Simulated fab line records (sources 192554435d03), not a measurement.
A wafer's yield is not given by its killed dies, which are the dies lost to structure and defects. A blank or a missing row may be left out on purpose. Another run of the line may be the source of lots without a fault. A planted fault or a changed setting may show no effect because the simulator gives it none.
Split-lot experiment | flow n5-finfet | 21 wafers read across 7 lots, on a route 1938 steps long

== THE SPLIT ==
At N5_BEOL_M7_ETCH_61 (etches SiARC in CF4, target depth 45.5 nm, time 75.8 s), the setting source-w was moved away from the recipe's 545 W on 5 of the 21 wafers read, by -13.3% to +17.8%. The other wafers ran this setting at the recipe's value.

The reading comes from the split's own step.

== THE READING ==
rf-vpp-V, in V, at N5_BEOL_M7_ETCH_61 (etches SiARC in CF4, target depth 45.5 nm, time 75.8 s). On this fab line, fault-free wafers typically give 183.9 V with a standard deviation of 1.1 V.

wafer  | tool, chamber at the split | source-w as run, W | against the recipe | rf-vpp-V, V | against lot-mates on the recipe
L078.4 | rie-diel-01, 1             | 624.2              | +14.5%             | 176.1       | -6.5
L078.5 | rie-diel-01, 0             | 545                | recipe             | 181.9       | -
L078.6 | rie-diel-01, 3             | 545                | recipe             | 183.2       | -
L082.3 | rie-diel-02, 0             | 545                | recipe             | 185.1       | -
L082.4 | rie-diel-02, 2             | 545                | recipe             | 185.6       | -
L082.5 | rie-diel-02, 0             | 545                | recipe             | 184.3       | -
L085.2 | rie-diel-02, 1             | 545                | recipe             | 183.3       | -
L085.3 | rie-diel-02, 2             | 545                | recipe             | 185.1       | -
L085.5 | rie-diel-02, 1             | 641.8              | +17.8%             | 173.7       | -10.5
L088.2 | rie-diel-04, 3             | 545                | recipe             | 184.3       | -
L088.3 | rie-diel-04, 1             | 545                | recipe             | 183.6       | -
L088.6 | rie-diel-04, 3             | 472.4              | -13.3%             | 193.5       | +9.6
L089.1 | rie-diel-01, 0             | 622.9              | +14.3%             | 174.4       | -11.1
L089.2 | rie-diel-01, 1             | 622.9              | +14.3%             | 176.2       | -9.3
L089.5 | rie-diel-01, 3             | 545                | recipe             | 185.5       | -
L091.1 | rie-diel-04, 3             | 545                | recipe             | 183.1       | -
L091.3 | rie-diel-04, 1             | 545                | recipe             | 184.7       | -
L091.5 | rie-diel-04, 2             | 545                | recipe             | 183.9       | -
L093.2 | rie-diel-01, 0             | 545                | recipe             | 182.3       | -
L093.5 | rie-diel-01, 1             | 545                | recipe             | 184.1       | -
L093.6 | rie-diel-01, 0             | 545                | recipe             | 182.4       | -

FIT RESULTS
A straight line over all 21 wafers: rf-vpp-V changes by -0.607 V for each +1% of source-w; r = -0.97; the points scatter about the line by 1.1 V.
The same after taking each lot's own level away (the mean of its wafers on the recipe; 21 wafers): -0.633 V for each +1%; r = -0.98; scatter 1 V.
That fit puts the effect of the largest move of source-w on the reading at 11 V.
From 182.55 to 185.50 V: that is the span of the lots' own levels, equal to 2.7 times the standard deviation above.
So the lot-to-lot level changes the slope little: the two slopes agree.
Check: with one of the wafers moved furthest among these (+17.8%) left out of the fit, the line predicts -11.4 V for it against its lot-mates. It came out at -10.5 V against them.
Tool readings at the split's step, against how far the setting was moved: rf-vpp-V r = -0.97.

== ADDITIONAL SPLITS CARRIED BY THESE WAFERS ==
Before the reading, these wafers also passed through other splits. Each is held against what the fit with the lots' levels taken away leaves over:
other split on the same wafers | wafers away from the commonest value | r with rf-vpp-V (lot level and that fit taken away)
N5_BEOL_M6_DESCUM_33 time-s    | 7                                    | -0.03

== FILE'S OWN FIT ==
rf-vpp-V changes by -0.608 V for each +1% of source-w, r = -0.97.
